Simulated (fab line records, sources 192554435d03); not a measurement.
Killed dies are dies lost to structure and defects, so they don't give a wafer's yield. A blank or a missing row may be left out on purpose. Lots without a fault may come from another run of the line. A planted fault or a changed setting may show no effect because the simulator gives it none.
Chamber matching | flow n5_finfet | N5_MOL_CONTACT_COAG_ETCH_89 on rie_diel-05: 4 sister chambers
The step etches underlayer in N2/H2, target depth 13 nm, time 10.4 s. 8 wafers are shown with their chamber, then 9 later ones without.

WAFERS WITH THEIR CHAMBER
wafer  | chamber | drypump_motor_current_A (A) | showerhead_plenum_p_Torr (Torr)
L084.3 | 1       | 5.6                         | 2.48
L084.4 | 3       | 5.0                         | 2.61
L086.1 | 0       | 4.8                         | 2.44
L086.2 | 2       | 5.7                         | 2.36
L086.6 | 0       | 4.9                         | 2.44
L088.2 | 1       | 5.6                         | 2.47
L088.5 | 3       | 5.0                         | 2.61
L088.6 | 2       | 5.7                         | 2.35

WAFERS WITHOUT THEIR CHAMBER
wafer  | drypump_motor_current_A (A) | showerhead_plenum_p_Torr (Torr)
L089.1 | 4.9                         | 2.43
L089.4 | 5.6                         | 2.47
L089.6 | 4.8                         | 2.44
L096.2 | 5.6                         | 2.46
L096.4 | 5.7                         | 2.35
L096.6 | 5.7                         | 2.35
L097.3 | 5.0                         | 2.60
L097.5 | 5.0                         | 2.60
L097.6 | 5.7                         | 2.35

WHICH CHAMBER EACH WENT THROUGH
wafer  | from the rows above | in truth
L089.1 | 0                   | 0
L089.4 | 1                   | 1
L089.6 | 0                   | 0
L096.2 | 1                   | 1
L096.4 | 2                   | 2
L096.6 | 2                   | 2
L097.3 | 3                   | 3
L097.5 | 3                   | 3
L097.6 | 2                   | 2
Placed correctly: 9 of 9. Can't be placed from these rows: 0. Placed wrongly: 0.
How it was worked out, from the rows above alone: a wafer's distance from a chamber is the root of the sum, over the readings, of the square of ((its reading less the chamber's mean) divided by the reading's scatter). The wafer belongs to the nearest chamber; if the next one is less than 2 further off, it can't be placed. A chamber's mean is the mean of its shown wafers. The scatter: the root of (the sum of the squares of (reading less its chamber's mean) over the shown wafers, divided by (wafers less chambers)).
